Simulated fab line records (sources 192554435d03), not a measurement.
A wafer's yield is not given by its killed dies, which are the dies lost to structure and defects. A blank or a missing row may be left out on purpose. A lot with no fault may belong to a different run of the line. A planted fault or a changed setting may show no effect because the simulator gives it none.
A struck lot beside a sound one	flow n5-finfet	31 out of 1938 route steps
Sound: the wafers L842.2, L842.3, L842.4. Wafers L833.3, L833.5, L833.6 were the ones struck. The cause is given at the end.
At each step with rows: each side's tool, then ch and its chambers, then its first start. Under that, the readings that differ: sound wafers	struck wafers	difference of the means	sigmas: that difference in standard deviations of wafers without a fault.
alike: words and numbers the same on both sides, and readings whose means are apart by under 2 such deviations; not compared: readings that were withheld, readings missing a value for some wafer, numbers with overlapping values and no deviation given by the record, and bounds like >300 which may hide the same value.
The two part at a step that has a row with sigmas, a row that says differs or no value, or rows on one side only. Numbers that don't overlap but have no deviation are shown without sigmas and don't part them. A reading missing from all wafers of one side parts the sides only when that side holds two or more wafers.

first, 9 steps without rows for these wafers: N5_BEOL_M10_PEB_26 (peb time 60 s); N5_BEOL_M10_DEVELOP_27 (develop time 30 s); N5_BEOL_M10_DESCUM_33 (chemistry O2, time 7.9 s); N5_BEOL_M10_ETCH_65 (etches SiARC in CF4, target depth 39 nm, time 65 s); N5_BEOL_M10_ETCH_66 (etches SOC in N2/H2, target depth 120 nm, overetch 24 nm, time 180 s); N5_BEOL_M10_STRIP_69 (strips in N2/H2); N5_BEOL_M10_VIA_ETCH_34 (etches SiCOH lowk in C4F6/O2, target depth 184.5 nm, time 69.2 s); N5_BEOL_M10_STRIP_73 (strips in C4F6/O2); N5_BEOL_M10_STRIP_36 (strips in N2/H2).
N5_BEOL_M10_TRENCH_ETCH_37: etches SiCOH lowk in C4F6/O2, target depth 148.83 nm, time 48 s.
  sound on rie-diel-02 ch 0,1,3, day 17 01:19; struck on rie-diel-04 ch 2,3, day 14 18:41
reading	sound	struck	difference	sigmas
bias-w (W)	185.1 185.3 185.0	211.5 211.6 211.4	+26.4	+49
rf-vpp-V (V)	668 647 654	771 735 772	+103	+7
model.etch.depth-nm (nm)	150.4 147.6 148.6	153.8 155.3 153.9	+5.5	
model.BEOL_M10.feature-depth-nm (nm)	150.4 147.6 148.6	153.8 155.2 154	+5.5	
  alike: drypump-motor-current-A, oes-product-au, showerhead-plenum-p-Torr, throttle-valve-pct
  not compared: rf-hours-counter-h
then, 2 steps without rows for these wafers: N5_BEOL_M10_ETCH_41 (etches SiCN in CH3F/O2, target depth 42.6 nm, time 86 s); N5_BEOL_M10_STRIP_77 (strips in N2/H2, time 10 s).
N5_BEOL_M10_OCD_MEAS_38:
  struck on ocd-02, day 14 18:52; sound on ocd-02, day 17 01:30
reading	sound	struck	difference	sigmas
trench-depth-nm (nm)	150.6 147.4 149.2	153.5 155.6 154.3	+5.4	+2
then, 13 steps without rows for these wafers: N5_BEOL_M10_HM_STRIP_39 (strips TiN in peroxide tin strip, target depth 25 nm, time 158 s); N5_BEOL_M10_SRD_40 (time 30 s); N5_BEOL_M10_PRECLEAN_42 (cleans in residue remover, time 60 s); N5_BEOL_M10_SRD_43 (time 30 s); N5_BEOL_M10_CURE_72 (cures SiCOH lowk, time 120 s); N5_BEOL_M10_DEGAS_44 (time 60 s); N5_BEOL_M10_PRE_CLEAN_45 (time 30 s); N5_BEOL_M10_ALD_74 (deposits TaN, target thk 2 nm, pulse time 2 s, purge time 3 s); N5_BEOL_M10_SURFACE_TREAT_76; N5_BEOL_M10_CVD_75 (deposits Co from CCTBA/H2, target thk 2 nm, time 138.9 s); N5_BEOL_M10_SPUTTER_48 (material Cu, target thk 12 nm, time 2 s); N5_BEOL_M10_ECD_50 (material Cu, target thk 318 nm); N5_BEOL_M10_ANNEAL_51 (time 90 s).
N5_BEOL_M10_CMP_52: polishes, stops on SiCOH lowk, t overpolish 7 s, target thk 140 nm.
  sound on cmp-02 ch 1,2,3, day 17 04:16; struck on cmp-02 ch 0,1, day 14 20:51
reading	sound	struck	difference	sigmas
model.Cu_of_BEOL_M10_ECD_50.thk-nm (nm)	142.4 140.8 140.8	144.8 145.4 143.8	+3.3	
  alike: barrier-field-endpoint-s, edge-zone-pressure-frac, motor-current-A, overpolish-run-s, time-to-endpoint-s
then, 2 steps without rows for these wafers: N5_BEOL_M10_PRE_CLEAN_55 (time 15 s); N5_BEOL_M10_DEP_56 (deposits SiCN from 3MS/NH3, target thk 15 nm, time 26.5 s).
N5_BEOL_M10_RS_MEAS_57: uses a four-point probe to measure.
  struck on film-metro-01, day 14 21:17; sound on film-metro-02, day 17 04:44
  alike: M10_RS
N5_PASSIVATION_PROBE_49:
  struck on prober-01, day 16 20:57; sound on prober-02, day 19 06:27
reading	sound	struck	difference	sigmas
defect-limited-yield (%)	92.4 92.5 93.1	89.7	-3.0	-2
killed_at_M0_to_M3	24 29 23	51	+26	+3
killed-dies	90 89 82	122	+35	+2
killed-open	56 63 48	87	+31	+2
sort_bin_5_function (%)	4.1 4.4 4.2	6.8	+2.6	+3
  alike: killed_at_M4_up, killed-at-contacts, killed-at-front-end, killed-at-other, killed-on-rim, killed-short, sort_bin_6_memory, sort_bin_8_speed, sort-n-pass, sort-yield-pct

WHERE THEY PART
At N5_BEOL_M10_TRENCH_ETCH_37 first; at N5_PASSIVATION_PROBE_49 last (within this record only).

WHY: the cause the simulator had injected
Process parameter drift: rie-diel-04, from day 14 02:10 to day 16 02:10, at N5_BEOL_M10_TRENCH_ETCH_37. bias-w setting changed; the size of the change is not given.
